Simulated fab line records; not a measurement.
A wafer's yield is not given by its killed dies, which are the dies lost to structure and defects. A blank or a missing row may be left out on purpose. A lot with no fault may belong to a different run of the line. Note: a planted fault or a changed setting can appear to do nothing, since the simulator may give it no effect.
Comparing a struck lot with a sound one :: flow n5 finfet :: 17 out of 1938 route steps
Sound: the wafers L886.1, L886.3, L886.5. Struck: wafer L890.5 (left out: L890.2, L890.6 of the same lot, which were not struck); the cause appears at the end.
Each step with rows lists, per side, the tool, then ch with its chambers, then its first start. Under that, the readings that differ: sound wafers :: struck wafers :: difference of the means :: sigmas: that difference in standard deviations of wafers without a fault.
alike: words and numbers the same on both sides, and readings whose means are apart by under 2 such deviations; not compared: readings that were withheld, readings missing a value for some wafer, numbers with overlapping values and no deviation given by the record, and bounds like >300 which may hide the same value.
Wherever a step has rows on one side only, a row that says differs or no value, or a row with sigmas, the two part there. Numbers that don't overlap but have no deviation are shown without sigmas and don't part them. Lack of a reading on every wafer of one side parts them only where that side has two or more wafers.

first, 1 step without rows for these wafers: N5_BEOL_M3_ANNEAL_82 (time 240 s).
N5_BEOL_M3_SPUTTER_86: material Cu, target thk 4.5 nm, time 8.29 s.
  struck on pvd sputter-01, day 10 07:05; sound on pvd sputter-01, day 8 22:55
  alike: susceptor temp C, throttle valve pct
then, 4 steps without rows for these wafers: N5_BEOL_M3_ANNEAL_87 (time 240 s); N5_BEOL_M3_SPUTTER_88 (material Cu, target thk 4.5 nm, time 8.29 s); N5_BEOL_M3_ANNEAL_89 (time 240 s); N5_BEOL_M3_SPUTTER_90 (material Cu, target thk 4.5 nm, time 8.29 s).
N5_BEOL_M3_ANNEAL_91: time 240 s.
  struck on pvd sputter-01, day 10 07:36; sound on pvd sputter-01, day 8 23:26
  alike: heater power w, susceptor temp C
N5_BEOL_M3_SPUTTER_92: material Cu, target thk 4.5 nm, time 8.29 s.
  struck on pvd sputter-01, day 10 07:44; sound on pvd sputter-01, day 8 23:34
  alike: susceptor temp C, throttle valve pct
N5_BEOL_M3_ANNEAL_93: time 240 s.
  struck on pvd sputter-01, day 10 07:49; sound on pvd sputter-01, day 8 23:39
  alike: heater power w, susceptor temp C
then, 3 steps without rows for these wafers: N5_BEOL_M3_SPUTTER_94 (material Cu, target thk 4.5 nm, time 8.29 s); N5_BEOL_M3_ANNEAL_95 (time 240 s); N5_BEOL_M3_SPUTTER_96 (material Cu, target thk 4.5 nm, time 8.29 s).
N5_BEOL_M3_ECD_50: material Cu, target thk 300 nm.
  sound on ecd cu-01 ch 0,1, day 9 00:07; struck on ecd cu-01 ch 1, day 10 08:18
reading: model.Cu_of_BEOL_M3_ECD_50.thk nm (nm)
sound: 293.6 296.6 302.8
struck: 395.2
difference: +97.5
sigmas: 
N5_BEOL_M3_ANNEAL_51: time 90 s.
  sound on rtp anneal-01 ch 0, day 9 00:12; struck on rtp anneal-02 ch 0, day 10 08:25
  alike: wafer_temp_C_max
N5_BEOL_M3_CMP_52: polishes, stops on SiOC, t overpolish 6.8 s, target thk 40 nm.
  sound on cmp-02 ch 1,2,3, day 9 00:32; struck on cmp-02 ch 3, day 10 08:47
reading: time to endpoint s (s)
sound: 62.7 61.5 62.6
struck: 84.6
difference: +22.3
sigmas: +7
  alike: motor current A, slurry flow ml min
N5_BEOL_M3_THK_MEAS_53: measures by xrf.
  struck on film metro-02, day 10 08:58; sound on film metro-02, day 9 00:47
  alike: M3_THK
N5_BEOL_M4_RC_MEAS_101:
  sound on prober-01 ch 0, day 9 08:35; struck on prober-01 ch 0, day 10 21:40
reading: DIBL_N (mV/V)
sound: 39.2 37.4 38.4
struck: 34.3
difference: -4.0
sigmas: -2

reading: DIBL_P (mV/V)
sound: 40.2 37.1 38.5
struck: 33.0
difference: -5.6
sigmas: -3

reading: IOFF_N (nA/um)
sound: 0.21 0.16 0.18
struck: 0.12
difference: -0.06
sigmas: -2

reading: SS_N (mV/dec)
sound: 72.6 71.6 72.5
struck: 70.6
difference: -1.6
sigmas: -2
  alike: IOFF_P, ION_N, ION_P, SS_P, VT_N, VT_P

== WHERE THEY PART ==
First at N5_BEOL_M3_CMP_52; last, within this record, at N5_BEOL_M4_RC_MEAS_101.

WHY: whatever the simulator had introduced
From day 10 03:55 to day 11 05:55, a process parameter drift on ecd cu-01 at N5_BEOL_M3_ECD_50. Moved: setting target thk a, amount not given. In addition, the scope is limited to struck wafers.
